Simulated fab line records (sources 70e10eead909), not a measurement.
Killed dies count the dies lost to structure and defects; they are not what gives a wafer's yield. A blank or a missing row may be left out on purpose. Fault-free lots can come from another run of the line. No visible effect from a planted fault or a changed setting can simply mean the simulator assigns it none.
fab line records	flow nand_harc	part 1 of 2: steps 1 to 4 of 6
record lots=21	wafers=63	last_day=33
route steps=1302 shown A_STAIRCASE@736
lots untouched by any fault: they come from a run of this same line in which no faults occurred
start_h: the number of hours between the record's first day and the start of the first shown wafer of the lot	wait_h: hours elapsed since this lot's preceding step	" unchanged from the row above	L1.1+2: one row covering several wafers at once	- no value, or no start given	* or withheld: withheld	< > ~ a bound
route shown NAME@n: a module of which the file shows steps, and the number in the route of the first	usual: average and standard deviation across the fault-free wafers	same: alike in all rows	chamber/n: place in a boat	sites: the reading at each site	_std_site: standard deviation across them	_edge_site: mean of outer sites minus mean of inner sites	radius_mm: for every site, how far away it sits from the centre of the wafer	mask NAME#n: copy n	behind: tool/chamber where the wafer was last shaped	hold: what put the lot on hold/how long, in hours/how the hold closed	device: whichever transistor did not switch (one of n, p or np)	end of line: the same wafers' tests at the end of the route	for a step that has no rows: nothing shown but its recipe	killed: not the wafer's yield, but the dies lost to structure and defects at the first sort	map: a wafer's dies, x killed, . not, _ none there
set.NAME: setting as actually run; set.NAME@STEP: the setting as run at that earlier step	model.NAME: the simulator's own value behind a step, which no gauge read
the route's steps for a sample of lots (tables are steps, rows are wafers)
services: a tool's chamber out of use, with start hour (start_h, from the record's first day; less than 0 if before it), hours out, and reason
## steps
# step NHARC_A_STAIRCASE_TRIM_222
# recipe time_s=211.2	o2_flow_sccm=500	ar_flow_sccm=0	bias_w=0	chemistry=O2
# usual drypump_motor_current_A=5.6/0.32	oes_product_au=1.000/0.008	rf_vpp_V=57.8/0.88	showerhead_plenum_p_Torr=3.54/0.15	throttle_valve_pct=17.036/0.0085
lot.wafer	tool	chamber	start_h	wait_h	drypump_motor_current_A	oes_product_au	rf_hours_counter_h	rf_vpp_V	showerhead_plenum_p_Torr	throttle_valve_pct
L074.1	rie_diel-06	2	-	-	5.8	0.985	22	58.9	3.73	17.026
L074.6	"	2	"	"	5.8	0.996	-	60.6	3.74	17.030
L074.5	"	3	"	"	5.8	0.985	-	57.4	3.61	17.035
L075.2	rie_diel-02	1	-	-	5.7	0.995	48	57.5	3.36	17.020
L075.3	"	2	"	"	5.7	1.020	49	57.3	3.59	17.023
L075.6	"	0	"	"	5.2	1.005	-	58.2	3.39	17.040
L076.2	rie_diel-09	0	-	-	5.8	1.004	21	57.7	3.66	17.041
L076.4	"	2	"	"	5.8	1.001	16	57.5	3.49	17.043
L076.6	"	0	"	"	5.8	1.007	-	57.2	3.66	17.032
L078.1	rie_diel-02	0	-	-	5.2	0.994	53	57.0	3.39	17.048
L078.4	"	3	"	"	5.1	0.996	54	56.7	3.26	17.016
L078.5	"	1	"	"	5.7	0.993	-	57.2	3.35	17.026
L077.1	rie_diel-06	3	-	-	5.9	1.005	33	58.1	3.60	17.036
L077.5	"	2	"	"	5.8	1.009	-	59.1	3.73	17.044
L077.6	"	3	"	"	5.8	1.008	-	55.9	3.60	17.045
L080.1	rie_diel-06	2	-	-	5.7	1.006	37	58.9	3.73	17.037
L080.2	"	3	"	"	5.8	0.998	36	57.1	3.60	17.033
L080.6	"	2	"	"	5.8	1.001	-	58.3	3.73	17.037
L079.1	rie_diel-09	1	-	-	5.7	1.013	25	58.5	3.73	17.039
L079.3	"	0	"	"	5.8	1.014	31	59.0	3.66	17.040
L079.6	"	2	"	"	5.8	1.015	-	55.9	3.48	17.021
L082.1	rie_diel-02	2	-	-	5.7	0.995	8	58.0	3.58	17.036
L082.3	"	0	"	"	5.3	0.999	8	57.0	3.38	17.035
L082.2	"	1	"	"	5.7	1.005	7	57.1	3.35	17.025
L081.4	rie_diel-09	1	-	-	5.7	0.989	34	56.7	3.73	17.028
L081.3	"	2	"	"	5.8	0.998	36	58.7	3.48	17.033
L081.1	"	3	"	"	5.2	1.000	41	58.5	3.52	17.056
L083.3	rie_diel-02	3	-	-	5.1	0.997	13	57.9	3.80	17.035
L083.4	"	0	"	"	5.2	0.995	14	56.7	3.38	17.028
L083.5	"	1	"	"	5.7	0.991	-	56.7	3.35	17.044
L084.2	rie_diel-02	0	-	-	5.2	1.007	19	57.6	3.38	17.027
L084.3	"	1	"	"	5.7	1.014	21	57.5	3.34	17.033
L084.6	"	0	"	"	5.2	0.999	-	58.6	3.38	17.043
L085.1	rie_diel-06	3	-	-	5.8	0.998	57	57.5	3.59	17.019
L085.4	"	0	"	"	6.2	0.996	53	57.6	3.52	17.035
L085.6	"	3	"	"	5.9	0.997	-	59.1	3.59	17.025
L086.4	rie_diel-06	0	-	-	6.3	1.007	58	57.9	3.52	17.035
L086.1	"	2	"	"	5.8	0.998	58	58.5	3.71	17.033
L086.5	"	3	"	"	5.8	1.014	-	58.0	3.58	17.028
L088.1	rie_diel-06	3	-	-	5.8	1.005	4	58.0	3.58	17.047
L088.6	"	1	"	"	5.3	1.003	-	57.3	3.32	17.025
L088.5	"	2	"	"	5.8	0.998	-	57.4	3.71	17.049
L089.4	rie_diel-06	2	-	-	5.7	0.990	8	58.4	3.71	17.036
L089.3	"	3	"	"	5.8	1.007	6	59.4	3.58	17.038
L089.5	"	2	"	"	5.7	0.999	-	58.9	3.71	17.021
L090.1	rie_diel-02	0	-	-	5.3	1.004	31	58.0	3.37	17.028
L090.5	"	0	"	"	5.2	0.989	-	56.8	3.37	17.059
L090.6	"	1	"	"	5.7	1.003	-	57.1	3.34	17.032
L087.2	rie_diel-06	1	-	-	5.3	0.989	9	57.3	3.32	17.032
L087.4	"	3	"	"	5.8	1.001	7	56.5	3.58	17.038
L087.5	"	1	"	"	5.3	0.985	-	57.8	3.32	17.030
L091.1	rie_diel-09	3	-	-	5.2	0.996	13	57.2	3.50	17.017
L091.3	"	0	"	"	5.8	0.994	11	57.7	3.64	17.033
L091.4	"	0	"	"	5.8	1.001	-	58.9	3.64	17.041
L093.3	rie_diel-02	3	-	-	5.1	0.979	42	58.7	3.78	17.028
L093.2	"	0	"	"	5.2	0.986	44	56.3	3.36	17.042
L093.4	"	1	"	"	5.7	0.996	47	58.4	3.33	17.037
L094.3	rie_diel-06	3	-	-	5.8	1.013	21	59.5	3.57	17.049
L094.5	"	3	"	"	5.8	1.017	-	57.3	3.57	17.027
L094.6	"	0	"	"	6.2	1.011	-	58.0	3.50	17.051
L095.1	rie_diel-09	0	-	-	5.8	1.000	25	58.4	3.63	17.050
L095.4	"	1	"	"	5.6	0.992	23	57.6	3.70	17.037
L095.3	"	3	"	"	5.2	0.995	26	56.5	3.50	17.027
# step NHARC_A_STAIRCASE_TRIM_224
# recipe time_s=211.2	o2_flow_sccm=500	ar_flow_sccm=0	bias_w=0	chemistry=O2
# usual drypump_motor_current_A=5.6/0.32	oes_product_au=1.002/0.0068	rf_vpp_V=57.9/0.87	showerhead_plenum_p_Torr=3.53/0.15	throttle_valve_pct=17.037/0.01
lot.wafer	tool	chamber	start_h	wait_h	drypump_motor_current_A	oes_product_au	rf_hours_counter_h	rf_vpp_V	showerhead_plenum_p_Torr	throttle_valve_pct
L074.1	rie_diel-06	2	-	-	5.8	1.007	22	59.5	3.74	17.046
L074.5	"	0	"	"	6.2	1.007	-	57.5	3.54	17.046
L074.6	"	1	"	"	5.3	1.009	-	57.6	3.34	17.033
L075.3	rie_diel-02	1	-	-	5.7	1.005	48	56.7	3.36	17.044
L075.2	"	0	"	"	5.2	1.001	47	57.9	3.39	17.029
L075.6	"	1	"	"	5.7	1.005	-	58.8	3.36	17.031
L076.2	rie_diel-09	1	-	-	5.7	1.007	16	58.2	3.74	17.025
L076.4	"	3	"	"	5.2	1.017	21	59.8	3.53	17.046
L076.6	"	0	"	"	5.8	1.003	-	58.1	3.66	17.033
L078.1	rie_diel-02	3	-	-	5.1	0.984	54	56.8	3.26	17.022
L078.4	"	1	"	"	5.7	0.997	53	58.8	3.36	17.053
L078.5	"	2	"	"	5.7	1.002	-	58.5	3.59	17.041
L077.1	rie_diel-06	0	-	-	6.2	1.008	31	57.5	3.53	17.023
L077.5	"	3	"	"	5.8	1.009	-	58.1	3.60	17.042
L077.6	"	0	"	"	6.2	1.012	-	56.5	3.53	17.027
L080.1	rie_diel-06	3	-	-	5.8	0.997	36	57.2	3.60	17.054
L080.2	"	1	"	"	5.3	1.001	35	57.7	3.33	17.037
L080.6	"	0	"	"	6.2	1.001	-	57.2	3.53	17.050
L079.1	rie_diel-09	3	-	-	5.2	1.006	31	58.0	3.53	17.032
L079.3	"	1	"	"	5.7	0.992	25	59.0	3.73	17.036
L079.6	"	3	"	"	5.2	1.002	-	57.2	3.53	17.039
L082.3	rie_diel-02	1	-	-	5.7	0.994	7	57.3	3.35	17.037
L082.2	"	2	"	"	5.8	1.003	8	56.6	3.58	17.034
L082.1	"	0	"	"	5.2	1.000	8	56.5	3.38	17.025
L081.1	rie_diel-09	2	-	-	5.8	0.999	36	58.2	3.48	17.052
L081.4	"	3	"	"	5.2	1.001	41	58.8	3.52	17.039
L081.3	"	0	"	"	5.8	1.002	39	58.3	3.65	17.060
L083.4	rie_diel-02	2	-	-	5.7	1.009	12	58.0	3.58	17.052
L083.3	"	1	"	"	5.7	0.998	13	58.2	3.35	17.034
L083.5	"	3	"	"	5.1	1.005	-	58.1	3.80	17.034
L084.2	rie_diel-02	2	-	-	5.7	1.002	20	58.4	3.58	17.050
L084.3	"	3	"	"	5.1	1.004	18	59.4	3.80	17.044
L084.6	"	1	"	"	5.7	0.999	-	56.7	3.34	17.025
L085.4	rie_diel-06	2	-	-	5.8	1.002	56	57.3	3.72	17.039
L085.1	"	3	"	"	5.8	1.003	57	57.1	3.59	17.025
L085.6	"	3	"	"	5.8	0.996	-	57.9	3.59	17.038
L086.1	rie_diel-06	3	-	-	5.8	1.003	60	58.5	3.58	17.048
L086.4	"	1	"	"	5.3	1.001	57	58.2	3.32	17.047
L086.5	"	2	"	"	5.7	1.012	-	58.7	3.71	17.047
L088.1	rie_diel-06	1	-	-	5.3	0.994	6	56.8	3.32	17.040
L088.6	"	2	"	"	5.8	1.003	-	57.1	3.71	17.040
L088.5	"	3	"	"	5.8	1.009	-	59.1	3.58	17.036
L089.3	rie_diel-06	0	-	-	6.3	1.001	5	59.2	3.51	17.061
L089.4	"	2	"	"	5.8	0.995	8	58.5	3.71	17.061
L089.5	"	0	"	"	6.2	0.992	-	56.9	3.51	17.043
L090.1	rie_diel-02	2	-	-	5.7	1.006	35	57.7	3.57	17.042
L090.6	"	0	"	"	5.3	1.003	-	57.0	3.37	17.032
L090.5	"	1	"	"	5.7	1.004	-	58.0	3.34	17.024
L087.4	rie_diel-06	1	-	-	5.3	1.002	9	58.5	3.32	17.031
L087.2	"	2	"	"	5.8	0.997	9	57.9	3.71	17.028
L087.5	"	0	"	"	6.2	0.996	-	58.1	3.51	17.053
L091.1	rie_diel-09	1	-	-	5.7	0.990	10	59.2	3.71	17.054
L091.3	"	0	"	"	5.8	0.993	11	58.6	3.64	17.040
L091.4	"	3	"	"	5.2	1.009	-	58.6	3.50	17.050
L093.4	rie_diel-02	1	-	-	5.7	1.014	47	57.3	3.33	17.039
L093.3	"	3	"	"	5.1	1.008	42	57.5	3.78	17.041
L093.2	"	0	"	"	5.2	0.996	44	58.0	3.36	17.051
L094.3	rie_diel-06	3	-	-	5.8	1.009	21	58.7	3.57	17.023
L094.6	"	0	"	"	6.2	1.008	-	59.4	3.50	17.038
L094.5	"	1	"	"	5.3	0.998	-	56.4	3.31	17.035
L095.4	rie_diel-09	3	-	-	5.2	0.990	26	58.9	3.50	17.032
L095.3	"	1	"	"	5.7	0.989	23	58.8	3.70	17.026
L095.1	"	2	"	"	5.8	0.998	18	58.0	3.46	17.026
# step NHARC_A_STAIRCASE_TRIM_235
# recipe time_s=211.2	o2_flow_sccm=500	ar_flow_sccm=0	bias_w=0	chemistry=O2
# usual drypump_motor_current_A=5.6/0.31	oes_product_au=1.000/0.0073	rf_vpp_V=57.9/0.97	showerhead_plenum_p_Torr=3.54/0.15	throttle_valve_pct=17.036/0.008
lot.wafer	tool	chamber	start_h	wait_h	drypump_motor_current_A	oes_product_au	rf_hours_counter_h	rf_vpp_V	showerhead_plenum_p_Torr	throttle_valve_pct
L074.1	rie_diel-09	2	-	-	5.8	0.985	13	55.7	3.49	17.038
L074.5	"	1	"	"	5.7	0.992	-	58.1	3.74	17.042
L074.6	"	2	"	"	5.8	1.002	-	57.4	3.49	17.029
L075.3	rie_diel-09	1	-	-	5.7	1.003	14	59.7	3.74	17.034
L075.2	"	3	"	"	5.2	1.012	19	57.4	3.53	17.031
L075.6	"	0	"	"	5.8	1.008	-	59.3	3.66	17.045
L076.4	rie_diel-06	2	-	-	5.8	0.992	32	58.9	3.73	17.023
L076.2	"	3	"	"	5.8	1.006	30	59.3	3.60	17.039
L076.6	"	1	"	"	5.3	1.004	-	57.6	3.34	17.033
L078.1	rie_diel-06	1	-	-	5.3	1.009	30	56.8	3.34	17.046
L078.4	"	0	"	"	6.2	1.007	29	58.2	3.53	17.039
L078.5	"	1	"	"	5.3	1.013	-	57.3	3.34	17.047
L077.1	rie_diel-06	0	-	-	6.2	1.005	31	57.4	3.53	17.049
L077.6	"	2	"	"	5.8	0.998	-	58.0	3.73	17.046
L077.5	"	3	"	"	5.8	0.990	-	57.1	3.60	17.035
L080.2	rie_diel-02	0	-	-	5.3	1.000	1	57.6	3.39	17.032
L080.1	"	2	"	"	5.8	1.005	1	57.8	3.59	17.043
L080.6	"	0	"	"	5.3	0.999	-	57.3	3.39	17.039
L079.1	rie_diel-02	1	-	-	5.7	0.995	1	57.9	3.35	17.046
L079.3	"	3	"	"	5.1	0.991	2	57.2	3.81	17.044
L079.6	"	2	"	"	5.7	0.994	-	57.7	3.59	17.034
L082.2	rie_diel-02	3	-	-	5.1	0.989	9	60.5	3.80	17.037
L082.3	"	1	"	"	5.7	0.988	8	56.2	3.35	17.035
L082.1	"	2	"	"	5.7	0.996	9	57.8	3.58	17.024
L081.4	rie_diel-02	1	-	-	5.7	0.997	8	57.3	3.35	17.027
L081.1	"	2	"	"	5.7	0.995	9	57.8	3.58	17.022
L081.3	"	0	"	"	5.2	0.984	9	56.2	3.38	17.028
L083.4	rie_diel-09	3	-	-	5.2	0.994	48	56.3	3.52	17.042
L083.3	"	0	"	"	5.8	1.003	44	58.7	3.65	17.044
L083.5	"	1	"	"	5.7	1.001	-	58.1	3.73	17.055
L084.3	rie_diel-02	2	-	-	5.7	1.008	21	59.0	3.58	17.036
L084.2	"	0	"	"	5.2	1.002	20	56.9	3.38	17.045
L084.6	"	2	"	"	5.7	0.996	-	58.6	3.58	17.037
L085.1	rie_diel-06	0	-	-	6.2	0.994	54	59.2	3.52	17.047
L085.4	"	3	"	"	5.8	1.003	57	57.7	3.59	17.037
L085.6	"	1	"	"	5.3	0.996	-	56.2	3.32	17.031
L086.4	rie_diel-06	2	-	-	5.8	0.996	59	59.0	3.71	17.029
L086.1	"	3	"	"	5.8	1.005	60	57.7	3.58	17.033
L086.5	"	1	"	"	5.3	1.016	-	56.8	3.32	17.026
L088.1	rie_diel-02	3	-	-	5.1	0.998	30	59.1	3.79	17.051
L088.6	"	1	"	"	5.7	0.995	-	56.7	3.34	17.035
L088.5	"	2	"	"	5.8	1.003	-	57.2	3.57	17.040
L089.4	rie_diel-06	0	-	-	6.3	0.989	5	58.3	3.51	17.036
L089.3	"	3	"	"	5.8	1.005	7	57.7	3.58	17.034
L089.5	"	0	"	"	6.2	0.997	-	56.6	3.51	17.038
L090.1	rie_diel-02	1	-	-	5.7	1.011	34	58.5	3.34	17.033
L090.6	"	0	"	"	5.2	1.008	-	58.7	3.37	17.039
L090.5	"	1	"	"	5.7	1.004	-	58.0	3.34	17.045
L087.2	rie_diel-02	3	-	-	5.1	0.993	32	57.8	3.79	17.025
L087.4	"	0	"	"	5.3	0.987	32	56.8	3.37	17.034
L087.5	"	2	"	"	5.7	1.007	-	58.7	3.57	17.043
L091.3	rie_diel-02	3	-	-	5.1	0.992	40	59.2	3.79	17.029
L091.4	"	0	"	"	5.3	0.985	40	56.7	3.36	17.037
L091.1	"	2	"	"	5.7	1.001	44	58.9	3.56	17.031
L093.3	rie_diel-09	3	-	-	5.2	0.993	16	58.3	3.50	17.048
L093.2	"	1	"	"	5.7	0.983	13	59.3	3.71	17.041
L093.4	"	2	"	"	5.7	0.989	9	57.7	3.46	17.031
L094.3	rie_diel-06	1	-	-	5.3	0.997	33	57.0	3.30	17.033
L094.6	"	0	"	"	6.2	1.001	-	57.6	3.50	17.034
L094.5	"	1	"	"	5.3	1.005	-	55.7	3.30	17.033
L095.4	rie_diel-09	3	-	-	5.2	1.004	28	58.6	3.49	17.035
L095.1	"	0	"	"	5.8	1.002	28	57.2	3.63	17.046
L095.3	"	1	"	"	5.6	1.001	25	58.1	3.70	17.037
# step NHARC_A_STAIRCASE_DESCUM_270
# recipe time_s=3	o2_flow_sccm=200	ar_flow_sccm=0	bias_power_w=0	chemistry=O2
# usual drypump_motor_current_A=5.6/0.33	oes_product_au=1.001/0.0077	rf_vpp_V=57.8/0.95	showerhead_plenum_p_Torr=1.92/0.087	throttle_valve_pct=11.311/0.0096
lot.wafer	tool	chamber	start_h	wait_h	drypump_motor_current_A	oes_product_au	rf_hours_counter_h	rf_vpp_V	showerhead_plenum_p_Torr	throttle_valve_pct
L074.1	rie_diel-02	3	377.01	-	5.1	1.007	47	57.5	1.76	11.310
L074.5	"	0	"	"	5.2	1.003	-	58.2	1.83	11.326
L074.6	"	1	"	"	5.7	0.994	-	56.6	1.81	11.311
L075.2	rie_diel-06	3	378.81	-	5.8	1.001	24	59.6	1.96	11.292
L075.3	"	0	"	"	6.2	1.000	22	57.5	1.92	11.315
L075.6	"	3	"	"	5.8	1.005	-	56.9	1.96	11.293
L076.2	rie_diel-09	2	398.52	-	5.8	1.004	20	57.8	1.89	11.314
L076.4	"	3	"	"	5.2	0.999	27	57.2	1.91	11.318
L076.6	"	2	"	"	5.8	1.002	-	56.6	1.89	11.313
L078.1	rie_diel-09	1	402.44	-	5.6	1.018	23	57.5	2.03	11.302
L078.4	"	0	"	"	5.8	1.005	29	59.7	1.99	11.302
L078.5	"	1	"	"	5.7	1.014	-	57.4	2.03	11.296
L077.1	rie_diel-02	3	410.11	-	5.1	0.993	2	58.2	2.08	11.307
L077.6	"	3	"	"	5.1	0.999	-	57.3	2.08	11.319
L077.5	"	0	"	"	5.3	1.001	-	58.3	1.83	11.286
L080.2	rie_diel-06	0	419.19	-	6.2	0.989	39	58.1	1.91	11.309
L080.1	"	2	"	"	5.7	1.004	41	57.8	2.03	11.307
L080.6	"	3	"	"	5.8	0.995	-	57.7	1.95	11.314
L079.3	rie_diel-02	2	419.34	-	5.7	0.997	3	58.2	1.95	11.306
L079.1	"	3	"	"	5.1	0.992	3	59.0	2.08	11.308
L079.6	"	3	"	"	5.1	0.991	-	59.4	2.08	11.300
L082.1	rie_diel-09	0	443.50	-	5.8	0.998	42	57.7	1.98	11.306
L082.2	"	1	"	"	5.7	0.992	38	56.3	2.03	11.321
L082.3	"	2	"	"	5.8	1.005	42	57.9	1.88	11.320
L081.4	rie_diel-06	2	443.82	-	5.8	1.012	48	58.0	2.03	11.310
L081.3	"	3	"	"	5.8	0.999	49	57.7	1.95	11.311
L081.1	"	0	"	"	6.2	1.003	45	58.0	1.91	11.323
L083.3	rie_diel-06	2	454.67	-	5.7	0.994	50	57.5	2.03	11.315
L083.4	"	3	"	"	5.8	0.997	51	59.1	1.95	11.300
L083.5	"	0	"	"	6.2	0.993	-	58.0	1.91	11.319
L084.2	rie_diel-09	1	477.21	-	5.6	1.011	51	58.4	2.02	11.305
L084.3	"	3	"	"	5.2	1.013	59	57.9	1.90	11.315
L084.6	"	1	"	"	5.6	1.006	-	58.8	2.02	11.314
L085.4	rie_diel-06	0	477.36	-	6.2	1.007	59	56.4	1.91	11.322
L085.1	"	3	"	"	5.8	1.009	60	58.2	1.95	11.302
L085.6	"	0	"	"	6.2	1.016	-	57.7	1.91	11.308
L086.1	rie_diel-02	1	481.27	-	5.7	1.019	24	56.3	1.80	11.315
L086.4	"	3	"	"	5.1	1.000	23	57.9	2.07	11.323
L086.5	"	2	"	"	5.8	1.004	-	57.2	1.94	11.305
L088.1	rie_diel-06	1	510.38	-	5.3	1.003	9	56.4	1.79	11.306
L088.6	"	0	"	"	6.2	0.999	-	57.3	1.90	11.302
L088.5	"	1	"	"	5.3	0.995	-	56.8	1.79	11.314
L089.3	rie_diel-06	3	515.72	-	5.8	1.006	9	57.8	1.94	11.300
L089.4	"	1	"	"	5.3	1.001	10	57.5	1.79	11.326
L089.5	"	3	"	"	5.8	1.014	-	59.0	1.94	11.308
L090.1	rie_diel-06	1	519.35	-	5.3	0.999	12	57.8	1.79	11.317
L090.6	"	0	"	"	6.2	1.000	-	57.0	1.90	11.303
L090.5	"	1	"	"	5.3	0.991	-	58.4	1.79	11.307
L087.2	rie_diel-02	1	521.25	-	5.7	0.998	35	56.5	1.80	11.328
L087.4	"	0	"	"	5.2	0.987	33	58.2	1.82	11.301
L087.5	"	2	"	"	5.7	0.997	-	59.3	1.94	11.293
L091.4	rie_diel-06	0	546.05	-	6.2	0.992	16	56.8	1.90	11.312
L091.1	"	2	"	"	5.8	0.999	21	59.1	2.01	11.320
L091.3	"	3	"	"	5.8	1.000	17	57.9	1.94	11.303
L093.4	rie_diel-09	2	558.38	-	5.8	1.011	10	56.2	1.87	11.332
L093.3	"	3	"	"	5.2	0.996	16	57.2	1.90	11.318
L093.2	"	1	"	"	5.7	0.992	13	57.8	2.02	11.323
L094.3	rie_diel-09	1	577.04	-	5.6	0.988	23	56.3	2.01	11.315
L094.5	"	1	"	"	5.6	0.991	-	56.8	2.01	11.309
L094.6	"	2	"	"	5.7	1.005	-	56.2	1.87	11.325
L095.1	rie_diel-06	1	585.97	-	5.3	0.989	38	56.8	1.78	11.303
L095.3	"	3	"	"	5.8	0.999	30	57.4	1.94	11.309
L095.4	"	0	"	"	6.2	1.008	32	57.6	1.90	11.316
